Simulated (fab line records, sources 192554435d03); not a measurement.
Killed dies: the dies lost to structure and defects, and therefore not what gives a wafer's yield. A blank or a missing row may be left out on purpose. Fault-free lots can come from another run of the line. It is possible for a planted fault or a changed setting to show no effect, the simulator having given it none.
fab line records	flow n5Finfet
[record] lots = 6	wafers = 16	lastDay = 18
route steps=1938 shown BEOL_M4@1052 PASSIVATION@1936
lots untouched by any fault: they come from a run of this same line in which no faults occurred
startH: hours from the record's opening day to when the first of the lot's shown wafers began	waitH: hours elapsed since this lot's preceding step	" same as the row above	L1.1+2: several wafers, shown together as one row	- no value, or no start given	* or withheld: withheld	< > ~ a bound
route shown NAME@n: names a module that has steps shown in the file, with the first one's number in the route	usual: the fault-free wafers' mean and standard deviation	same: alike in all rows	chamber/n: place in a boat	sites: per-site readings	_std_site: standard deviation across them	_edge_site: outer sites' mean less inner sites'	radiusMm: for every site, how far away it sits from the centre of the wafer	mask NAME#n: copy n	behind: the last tool/chamber to shape the wafer	hold: why the lot was held/for how many hours/how that ended	device: transistor that didn't switch, given as n, p or np	end of line: tests run on the same wafers once the route is complete	a step given without rows: its recipe and nothing more	killed: count of dies lost to structure and defects at first sort (not the wafer's yield)	map: a wafer's dies, marking killed ones x, the rest . and places with no die _
set.NAME: the run value of the setting; set.NAME@STEP: its run value at that earlier step	model.NAME: the simulator's own value behind a step, which no gauge read
a table for each step, a row for each wafer; lots at some steps of the route
services: the hour from which a tool's chamber was out of use, counted from the record's first day as startH (under 0 if before that day), plus the number of hours and why
[[steps]]
[step N5_BEOL_M4_SOFTBAKE_23]
[recipe] tempC = 110	timeS = 60	resist = CAR-EUV
[step N5_BEOL_M4_EXPOSE_25]
[recipe] maskId = V3	na = 0.33	sourceShape = quasar	sigmaInner = 0.2	sigmaOuter = 0.8	polarization = unpolarized	defocusNm = 5	doseMj = 63
[step N5_BEOL_M4_PEB_26]
[recipe] pebTempC = 100	pebTimeS = 60	resist = CAR-EUV
[step N5_BEOL_M4_DEVELOP_27]
[recipe] developTimeS = 30	developer = TMAH	resist = CAR-EUV	rinseLiquid = surfactantRinse	dry = airSpin	devTempC = 23
[step N5_BEOL_M4_CD_MEAS_28]
[recipe] targetCdNm = 26.2	landingEnergyEv = 500	detector = seInlens	targetCdYNm = 24.1	polarity = opening
[usual] cdNm = 26.34/0.26
lot.wafer	tool	chamber	startH	waitH	cdNm
L246.4	cdSem-03	0	183.71	-	26.13
L246.5	"	0	"	"	26.68
L246.6	"	0	"	"	26.14
L245.1	cdSem-01	0	191.88	-	26.52
L245.3	"	0	"	"	26.72
L245.6	"	0	"	"	26.38
L256.1	cdSem-02	0	252.06	-	26.55
L256.3	"	0	"	"	26.39
L261.4	cdSem-01	0	281.59	-	26.66
L261.6	"	0	"	"	26.26
L262.2	cdSem-01	0	293.18	-	26.72
L262.3	"	0	"	"	26.53
L262.5	"	0	"	"	25.80
L264.1	cdSem-01	0	323.82	-	26.22
L264.3	"	0	"	"	26.46
L264.4	"	0	"	"	26.37
[step N5_BEOL_M4_OVL_MEAS_29]
[recipe] pointsPerWafer = 522
[usual] V3_OVL = 0.5/0.58
lot.wafer	tool	chamber	startH	waitH	V3_OVL[nm]
L246.4	overlay-01	0	183.75	0.0	0.7
L246.5	"	0	"	"	0.4
L246.6	"	0	"	"	0.6
L245.1	overlay-02	0	191.91	0.0	-0.4
L245.3	"	0	"	"	0.5
L245.6	"	0	"	"	0.3
L256.1	overlay-02	0	252.09	0.0	1.1
L256.3	"	0	"	"	-0.5
L261.4	overlay-02	0	281.65	0.1	1.1
L261.6	"	0	"	"	1.2
L262.2	overlay-01	0	293.21	0.0	-0.1
L262.3	"	0	"	"	-0.6
L262.5	"	0	"	"	-0.6
L264.1	overlay-02	0	323.86	0.0	0.7
L264.3	"	0	"	"	0.0
L264.4	"	0	"	"	0.5
[step N5_BEOL_M4_INSPECT_30]
[recipe] mode = adi	inspectInstrument = brightfield
[usual] rawDefectCount = 384/76
lot.wafer	tool	chamber	startH	waitH	rawDefectCount
L246.4	defectInspect-02	-	183.79	0.0	347
L246.5	"	-	"	"	411
L246.6	"	-	"	"	262
L245.1	defectInspect-02	-	191.97	0.1	267
L245.3	"	-	"	"	393
L245.6	"	-	"	"	380
L256.1	defectInspect-02	-	252.15	0.1	452
L256.3	"	-	"	"	432
L261.4	defectInspect-01	-	281.69	0.0	318
L261.6	"	-	"	"	390
L262.2	defectInspect-02	-	293.27	0.0	364
L262.3	"	-	"	"	340
L262.5	"	-	"	"	359
L264.1	defectInspect-02	-	323.91	0.1	359
L264.3	"	-	"	"	386
L264.4	"	-	"	"	267
[step N5_BEOL_M4_DESCUM_33]
[recipe] chemistry = O2	timeS = 7	sourcePowerW = 50	biasPowerW = 20	pressureMtorr = 20	rfFrequencyHz = 2.712e+07	tempC = 40	resist = CAR-EUV	o2FlowSccm = 225
[usual] chamberPressureMTorr = 20.001/0.016	drypumpMotorCurrentA = 5.4/0.38	oesProductAu = 0.81/0.066	rfVppV = 243.7/1.2	showerheadPlenumPTorr = 2.14/0.071	throttleValvePct = 20.41/0.24
lot.wafer	tool	chamber	startH	waitH	chamberPressureMTorr	drypumpMotorCurrentA	oesProductAu	rfHoursCounterH	rfVppV	showerheadPlenumPTorr	throttleValvePct
L246.4	rieDiel-01	3	183.83	0.0	19.995	5.7	0.76	119	241.9	2.11	20.75
L246.5	"	2	"	"	19.980	5.2	0.80	-	243.4	2.09	19.93
L246.6	"	1	"	"	19.982	5.7	0.88	-	244.8	2.22	20.63
L245.1	rieDiel-05	3	192.00	0.0	20.039	5.1	0.85	85	243.2	2.13	20.61
L245.3	"	0	"	"	19.987	5.4	0.87	56	241.3	2.02	20.45
L245.6	"	3	"	"	20.004	5.1	0.85	-	243.1	2.13	20.62
L256.1	rieDiel-01	2	252.19	0.0	19.985	5.2	0.78	114	242.3	2.08	19.96
L256.3	"	1	"	"	20.001	5.7	0.83	56	244.5	2.21	20.67
L261.4	rieDiel-05	2	282.21	0.5	20.025	5.2	0.92	23	242.4	2.14	20.11
L261.6	"	2	"	"	20.004	5.2	0.92	-	245.7	2.14	20.13
L262.2	rieDiel-02	2	293.30	0.0	19.985	6.3	0.82	92	245.9	2.18	20.27
L262.3	"	1	"	"	19.980	5.0	0.77	137	244.3	2.21	20.60
L262.5	"	1	"	"	20.013	5.0	0.76	-	242.3	2.21	20.59
L264.1	rieDiel-01	0	324.27	0.4	19.981	6.0	0.90	35	246.1	2.20	20.15
L264.3	"	3	"	"	19.967	5.7	0.71	175	243.0	2.09	20.84
L264.4	"	2	"	"	19.996	5.2	0.75	141	244.6	2.07	20.00
[step N5_BEOL_M4_ETCH_77]
[recipe] chemistry = N2/H2	target = underlayer	targetDepthA = 65	maskMaterial = CAR-EUV	timeS = 5.2	ionEnergyEv = 200	pressureMtorr = 30	sourceW = 840	biasW = 150	n2FlowSccm = 200	h2FlowSccm = 200	ends = cleared
[usual] chamberPressureMTorr = 29.99/0.037	drypumpMotorCurrentA = 5.4/0.38	etchRfOnTimeS = 5.19/0.25	oesProductAu = 0.69/0.058	rfFwdPowerW = 819.5/2.5	rfVppV = 525.2/2.4	showerheadPlenumPTorr = 2.59/0.077	throttleValvePct = 17.9/0.32
lot.wafer	tool	chamber	startH	waitH	chamberPressureMTorr	drypumpMotorCurrentA	etchRfOnTimeS	oesProductAu	rfFwdPowerW	rfHoursCounterH	rfVppV	showerheadPlenumPTorr	throttleValvePct
L246.4	rieDiel-01	3	183.86	0.0	29.99	5.7	5.35	0.64	820.9	119	526.1	2.55	18.2
L246.5	"	2	"	"	30.00	5.2	5.52	0.66	820.8	-	522.9	2.58	17.6
L246.6	"	1	"	"	29.99	5.7	5.23	0.74	816.5	-	528.5	2.72	18.2
L245.1	rieDiel-05	3	192.04	0.0	30.03	5.1	5.06	0.72	822.3	85	525.8	2.60	18.2
L245.3	"	0	"	"	29.93	5.4	4.78	0.78	817.3	56	521.4	2.46	17.9
L245.6	"	3	"	"	29.96	5.1	5.10	0.72	821.2	-	524.2	2.60	18.2
L256.1	rieDiel-01	2	252.22	0.0	29.97	5.2	5.54	0.65	816.5	114	523.0	2.57	17.6
L256.3	"	1	"	"	30.03	5.7	5.33	0.70	817.3	56	527.5	2.70	18.2
L261.4	rieDiel-05	2	282.24	0.0	29.99	5.2	5.23	0.78	818.9	23	526.5	2.62	17.7
L261.6	"	2	"	"	30.02	5.2	5.22	0.78	816.5	-	525.6	2.62	17.7
L262.2	rieDiel-02	2	293.34	0.0	30.01	6.3	5.26	0.67	817.9	92	528.7	2.64	17.6
L262.3	"	1	"	"	30.01	5.0	5.61	0.63	812.4	137	526.7	2.67	18.0
L262.5	"	1	"	"	30.00	5.0	5.55	0.63	816.0	-	527.1	2.67	18.0
L264.1	rieDiel-01	0	324.31	0.0	29.94	6.0	4.96	0.78	821.6	35	527.3	2.71	17.8
L264.3	"	3	"	"	30.06	5.7	5.32	0.61	825.1	175	522.9	2.53	18.3
L264.4	"	2	"	"	30.02	5.2	5.48	0.62	816.1	141	523.0	2.56	17.6
[step N5_BEOL_M4_ETCH_69]
[recipe] chemistry = CF4	target = SiARC	targetDepthA = 156	maskMaterial = CAR-EUV	timeS = 26	ionEnergyEv = 80	pressureMtorr = 40	sourceW = 545	biasW = 36	Ar_flow_sccm = 100	cf4FlowSccm = 100	ends = cleared
[usual] chamberPressureMTorr = 40.00/0.035	drypumpMotorCurrentA = 5.4/0.38	etchRfOnTimeS = 26.1/1.1	oesProductAu = 0.69/0.058	rfFwdPowerW = 531.6/1.5	rfVppV = 184.6/1.1	showerheadPlenumPTorr = 2.18/0.06	throttleValvePct = 15.56/0.24
lot.wafer	tool	chamber	startH	waitH	chamberPressureMTorr	drypumpMotorCurrentA	etchRfOnTimeS	oesProductAu	rfFwdPowerW	rfHoursCounterH	rfVppV	showerheadPlenumPTorr	throttleValvePct
L246.4	rieDiel-01	3	183.88	0.0	40.00	5.7	26.8	0.65	532.0	119	184.7	2.17	15.96
L246.5	"	2	"	"	40.06	5.2	27.8	0.66	531.4	-	184.4	2.16	15.23
L246.6	"	1	"	"	40.02	5.7	26.7	0.73	531.7	-	185.8	2.27	15.75
L245.1	rieDiel-05	3	192.05	0.0	39.99	5.1	25.9	0.72	529.9	85	186.0	2.16	15.68
L245.3	"	0	"	"	40.01	5.4	24.5	0.77	530.2	56	182.7	2.09	15.64
L245.6	"	3	"	"	40.00	5.1	25.7	0.71	531.8	-	184.7	2.16	15.69
L256.1	rieDiel-01	2	252.24	0.0	39.95	5.2	27.6	0.65	532.0	114	184.3	2.15	15.30
L256.3	"	1	"	"	39.99	5.7	26.7	0.71	532.8	56	185.0	2.26	15.79
L261.4	rieDiel-05	2	282.26	0.0	40.02	5.2	26.1	0.79	533.2	23	184.6	2.17	15.17
L261.6	"	2	"	"	40.01	5.1	26.1	0.77	530.1	-	184.2	2.17	15.19
L262.2	rieDiel-02	2	293.35	0.0	40.04	6.4	26.6	0.68	531.7	92	186.3	2.25	15.58
L262.3	"	1	"	"	40.05	5.0	27.7	0.63	532.1	137	187.0	2.24	15.63
L262.5	"	1	"	"	39.98	5.0	28.0	0.63	532.7	-	185.2	2.24	15.65
L264.1	rieDiel-01	0	324.32	0.0	39.93	6.0	25.3	0.77	533.9	35	183.8	2.24	15.35
L264.3	"	3	"	"	40.02	5.7	26.6	0.61	530.9	175	183.4	2.15	16.10
L264.4	"	2	"	"	40.01	5.2	27.9	0.62	528.9	141	183.8	2.14	15.35
[step N5_BEOL_M4_ALD_98]
[recipe] material = SiO2	targetThkA = 25	tempC = 100	aldPrecursorFamily = BDEAS	aldCoReactant = O2-plasma	pulseTimeS = 1	coReactantPulseTimeS = 1	purgeTimeS = 2	coReactantPurgeTimeS = 2	aldCycles = 17	pressureTorr = 2
[usual] heaterPowerW = 76/6.7	precursorPulseHeightRel = 1.000/0.021	susceptorTempC = 100.00/0.12
lot.wafer	tool	chamber	startH	waitH	heaterPowerW	precursorPulseHeightRel	sinceWetCleanH	susceptorTempC
L246.4	aldSin-01	2	183.96	0.1	75	1.007	84	100.18
L246.5	"	0	"	"	69	0.958	-	100.01
L246.6	"	1	"	"	85	1.011	-	99.79
L245.1	aldSin-01	1	192.15	0.1	84	1.027	93	100.11
L245.3	"	3	"	"	73	1.014	93	100.15
L245.6	"	1	"	"	83	1.000	-	100.22
L256.1	aldSin-01	2	252.64	0.4	78	1.007	153	99.87
L256.3	"	1	"	"	83	0.965	153	99.96
L261.4	aldSin-02	1	282.51	0.2	69	1.015	0	99.89
L261.6	"	3	"	"	65	1.004	-	100.01
L262.2	aldSin-01	0	293.91	0.5	69	0.995	194	100.32
L262.3	"	2	"	"	75	1.024	194	100.02
L262.5	"	1	"	"	85	1.000	-	99.97
L264.1	aldSin-04	0	324.41	0.1	67	0.993	316	100.08
L264.3	"	1	"	"	74	1.000	316	100.06
L264.4	"	2	"	"	81	1.003	316	100.20
[step N5_BEOL_M4_ETCHBACK_99]
[recipe] chemistry = CHF3	target = SiO2	targetDepthA = 50	timeS = 10.4	sourceW = 215	biasW = 47	Ar_flow_sccm = 200	CHF3_flow_sccm = 12	ionEnergyEv = 100	pressureMtorr = 30
[usual] chamberPressureMTorr = 29.998/0.026	drypumpMotorCurrentA = 5.5/0.42	oes_ar_750_au = 0.79/0.06	oesProductAu = 0.79/0.066	rfVppV = 244/4.8	showerheadPlenumPTorr = 2.19/0.077	throttleValvePct = 17.07/0.25
lot.wafer	tool	chamber	startH	waitH	chamberPressureMTorr	drypumpMotorCurrentA	oes_ar_750_au	oesProductAu	rfHoursCounterH	rfVppV	showerheadPlenumPTorr	throttleValvePct
L246.4	rieDiel-01	3	186.05	2.0	29.984	5.7	0.76	0.76	120	240	2.17	17.40
L246.5	"	3	"	"	30.036	5.7	0.77	0.76	-	239	2.17	17.39
L246.6	"	0	"	"	30.012	6.0	0.70	0.69	-	245	2.01	17.30
L245.1	rieDiel-01	2	192.41	0.2	30.011	5.2	0.76	0.78	89	245	2.16	16.66
L245.3	"	3	"	"	29.952	5.7	0.76	0.76	122	240	2.17	17.40
L245.6	"	3	"	"	29.969	5.7	0.77	0.75	-	240	2.17	17.41
L256.1	rieDiel-05	3	255.75	3.1	30.011	5.1	0.80	0.81	110	248	2.15	17.12
L256.3	"	2	"	"	30.026	5.1	0.92	0.93	14	243	2.19	16.62
L261.4	rieDiel-01	1	283.25	0.7	30.017	5.7	0.79	0.81	67	249	2.27	17.33
L261.6	"	2	"	"	30.022	5.2	0.74	0.75	-	246	2.15	16.73
L262.2	rieDiel-01	2	294.98	1.0	30.008	5.2	0.74	0.75	130	246	2.15	16.73
L262.3	"	3	"	"	30.041	5.7	0.72	0.73	164	236	2.16	17.48
L262.5	"	0	"	"	30.004	6.0	0.90	0.93	-	251	2.27	16.83
L264.1	rieDiel-05	1	325.37	0.9	30.004	5.6	0.73	0.72	187	250	2.24	16.80
L264.3	"	3	"	"	29.986	5.1	0.78	0.79	130	247	2.15	17.15
L264.4	"	2	"	"	29.978	5.2	0.87	0.90	35	239	2.18	16.67
[step N5_BEOL_M4_ETCH_70]
[recipe] chemistry = N2/H2	target = SOC	targetDepthA = 800	overetchA = 240	maskMaterial = SiARC	tempC = 40	timeS = 130	ionEnergyEv = 200	pressureMtorr = 30	sourceW = 840	biasW = 150	n2FlowSccm = 200	h2FlowSccm = 200
[usual] chamberPressureMTorr = 29.996/0.028	drypumpMotorCurrentA = 5.5/0.42	oesProductAu = 0.59/0.045	rfFwdPowerW = 835.3/2.8	rfVppV = 525.1/2.5	showerheadPlenumPTorr = 2.59/0.085	throttleValvePct = 17.87/0.29
lot.wafer	tool	chamber	startH	waitH	chamberPressureMTorr	drypumpMotorCurrentA	oesProductAu	rfFwdPowerW	rfHoursCounterH	rfVppV	showerheadPlenumPTorr	throttleValvePct	model.SiARC_of_BEOL_M4_COAT_68.thkNm
L246.4	rieDiel-01	3	186.09	0.0	30.027	5.7	0.57	630.9	120	573.3	2.55	18.15	7
L246.5	"	3	"	"	29.969	5.7	0.56	630.1	-	574.3	2.55	18.16	7
L246.6	"	0	"	"	30.034	6.0	0.51	638.3	-	568.1	2.40	18.20	6.6
L245.1	rieDiel-01	2	192.45	0.0	29.989	5.2	0.58	627.3	89	574.5	2.58	17.53	7
L245.3	"	3	"	"	30.037	5.7	0.56	634.4	122	572.9	2.55	18.15	7
L245.6	"	3	"	"	30.021	5.7	0.57	634.3	-	573.4	2.55	18.15	7
L256.1	rieDiel-05	3	255.79	0.0	30.015	5.1	0.59	834.0	110	524.0	2.59	18.21	5.8
L256.3	"	2	"	"	29.973	5.2	0.69	837.6	14	526.1	2.62	17.60	6
L261.4	rieDiel-01	1	283.29	0.0	29.976	5.7	0.61	839.9	67	527.6	2.70	18.19	6
L261.6	"	2	"	"	29.967	5.2	0.56	835.3	-	524.7	2.56	17.60	6
L262.2	rieDiel-01	2	295.01	0.0	30.026	5.2	0.56	835.0	130	523.9	2.56	17.60	6.2
L262.3	"	3	"	"	30.004	5.7	0.54	834.2	164	523.9	2.53	18.24	6.2
L262.5	"	0	"	"	29.977	6.1	0.67	833.7	-	529.5	2.71	17.69	5.4
L264.1	rieDiel-05	1	325.40	0.0	30.028	5.6	0.53	837.1	187	526.5	2.61	17.30	5.6
L264.3	"	3	"	"	30.026	5.1	0.58	840.7	130	523.9	2.58	18.23	5.8
L264.4	"	2	"	"	30.037	5.2	0.65	829.7	35	525.1	2.61	17.64	5.8
[step N5_BEOL_M4_STRIP_71]
[recipe] chemistry = N2/H2	tempC = 40	n2FlowSccm = 200	h2FlowSccm = 200	rfFrequencyHz = 6e+07
[step N5_BEOL_M4_RC_MEAS_101]
[usual] DIBL_N = 37.4/2.1	DIBL_P = 37.8/2.5	IOFF_N = 0.19/0.045	IOFF_P = 0.24/0.05	ION_N = 682/16	ION_P = 467/11	SS_N = 71.9/0.67	SS_P = 73.6/0.76	VT_N = 247/3.6	VT_P = -248/3.6
lot.wafer	tool	chamber	startH	waitH	DIBL_N[mV/V]	DIBL_P[mV/V]	IOFF_N[nA/um]	IOFF_P[nA/um]	ION_N[uA/um]	ION_P[uA/um]	SS_N[mV/dec]	SS_P[mV/dec]	VT_N[mV]	VT_P[mV]
L246.4	prober-02	0	191.56	0.5	34.0	35.7	0.15	0.22	661	465	71.8	73.2	247	-249
L246.5	"	0	"	"	35.2	37.0	0.16	0.25	685	480	71.8	73.4	246	-246
L246.6	"	0	"	"	36.0	35.8	0.17	0.22	683	470	71.3	73.1	247	-247
L245.1	prober-02	0	197.27	0.0	40.5	40.9	0.27	0.30	683	463	72.9	74.5	243	-245
L245.3	"	0	"	"	35.1	34.1	0.14	0.17	668	459	71.7	72.3	251	-254
L245.6	"	0	"	"	37.6	37.1	0.18	0.21	687	467	72.7	73.3	247	-250
L256.1	prober-01	0	261.29	0.0	38.6	36.9	0.18	0.22	676	465	73.1	73.8	249	-252
L256.3	"	0	"	"	39.5	38.3	0.22	0.26	673	466	72.5	74.4	247	-247
L261.4	prober-02	0	288.53	0.5	36.0	34.2	0.15	0.21	652	453	71.8	73.1	255	-249
L261.6	"	0	"	"	37.8	37.1	0.20	0.28	711	489	71.2	74.0	244	-244
L262.2	prober-02	0	299.78	0.2	37.0	39.7	0.20	0.29	682	475	71.6	73.8	243	-244
L262.3	"	0	"	"	34.8	35.6	0.14	0.20	678	472	71.7	73.1	252	-251
L262.5	"	0	"	"	35.6	37.0	0.16	0.22	698	480	71.1	73.0	247	-248
L264.1	prober-02	0	329.94	0.0	39.5	39.0	0.24	0.27	690	469	73.6	73.9	246	-248
L264.3	"	0	"	"	34.4	33.8	0.12	0.18	667	463	71.6	72.9	252	-249
L264.4	"	0	"	"	37.3	38.7	0.20	0.29	689	480	72.7	74.2	243	-243
[step N5_PASSIVATION_PROBE_49]
[usual] defectLimitedYield = 90.9/1.6	killed_at_M0_to_M3 = 34/10	killed_at_M4_up = 13/5.4	killedAtContacts = 13/6	killedAtFrontEnd = 42/13	killedAtOther = 4/3.2	killedDies = 107/18	killedOpen = 69/14	killedShort = 35/7.7	sort_bin_4_leakage = 0.02/0.17	sort_bin_5_function = 5.3/1	sort_bin_6_memory = 3.3/0.75	sortNPass = 1073/19	sortYieldPct = 90.9/1.6
[same] grossDies = 1180	killedAtBackSide = 0	sort_bin_8_speed[%] = 0
lot.wafer	tool	chamber	startH	waitH	defectLimitedYield[%]	killed_at_M0_to_M3	killed_at_M4_up	killedAtContacts	killedAtFrontEnd	killedAtOther	killedDies	killedOpen	killedShort	sort_bin_4_leakage[%]	sort_bin_5_function[%]	sort_bin_6_memory[%]	sortNPass	sortYieldPct[%]
L261.4	prober-01	-	395.05	0.2	92.1	15	11	14	52	1	93	60	26	0	5.4	2.3	1087	92.1
L261.6	prober-01	-	395.15	0.3	91.4	39	9	12	37	4	101	66	34	0	4.8	3.6	1079	91.4
// killed by level:class
L261.4 FIN_SAQP:geometricParticle:open=13 MOL_CONTACT_COAG:geometricParticle:open=9 FIN_SAQP:geometricParticle:short=8 STI_FIN_REVEAL:geometricParticle:open=7 FIN_CUT:areaEtch=6 DUMMY_GATE:geometricParticle:open=5 MOL_CONTACT_COAG:geometricParticle:short=5 BEOL_M0_SAQP:geometricParticle:open=4
L261.6 BEOL_M0_SAQP:geometricParticle:short=13 FIN_SAQP:geometricParticle:open=12 MOL_CONTACT_COAG:geometricParticle:open=10 BEOL_M3:geometricParticle:open=9 FIN_SAQP:geometricParticle:short=6 STI_FIN_REVEAL:geometricParticle:open=6 BEOL_M0:geometricParticle:open=6 BEOL_M0_SAQP:geometricParticle:open=5
[[services]]
tool	chamber	startH	hours	kind
aldSin-01	-	163.46	6.0	pm
rieDiel-02	1	170.92	3.2	repair
aldSin-01	2	186.19	5.7	repair
rieDiel-01	0	194.65	-	clean
rieDiel-01	0	194.65	-	consumableReplace:focusRing
rieDiel-01	0	194.65	-	consumableReplace:showerhead
rieDiel-01	0	194.65	18.3	scheduledDown
rieDiel-02	-	201.05	2.8	pm
aldSin-04	-	214.41	2.8	pm
aldSin-04	2	229.00	3.1	repair
aldSin-04	0	229.66	8.0	repair
aldSin-02	2	231.91	6.0	repair
aldSin-01	0	248.39	4.8	repair
aldSin-01	2	264.31	17.2	repair
rieDiel-05	3	264.39	4.8	repair
aldSin-02	-	268.35	14.0	pm
rieDiel-05	-	272.79	2.8	pm
aldSin-01	3	276.83	10.1	repair
aldSin-02	2	286.60	42.1	repair
rieDiel-01	1	293.56	7.0	repair
rieDiel-05	0	301.41	5.1	repair
aldSin-02	0	304.58	5.4	repair
aldSin-01	2	308.81	6.9	repair
rieDiel-02	2	322.94	2.0	repair
[[key]]
[firstSign] step = N5_BEOL_M4_ETCH_70	reading = rfFwdPowerW	direction = down	sigmas = 73	usual = *	struck = *
[effect] step = N5_BEOL_M4_ETCH_70	reading = rfVppV	direction = up	sigmas = 19	usual = 525.1	struck = 572.8
[modelEffect] step = N5_BEOL_M4_ETCH_70	value = SiARC_of_BEOL_M4_COAT_68.thkNm	without = 6.033	struck = 6.933
metAt N5_BEOL_M4_ETCH_70
struckWafers L245.1,L245.3,L245.6,L246.4,L246.5,L246.6
[fault] kind = processParameterDrift	tool = rieDiel-01	chamber = -	onsetH = 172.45	steps = N5_BEOL_M4_ETCH_70	channel = sourceW	offset = -201.6	shape = step	endH = 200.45	actsIn = theseRecipesOnly	stated = 840
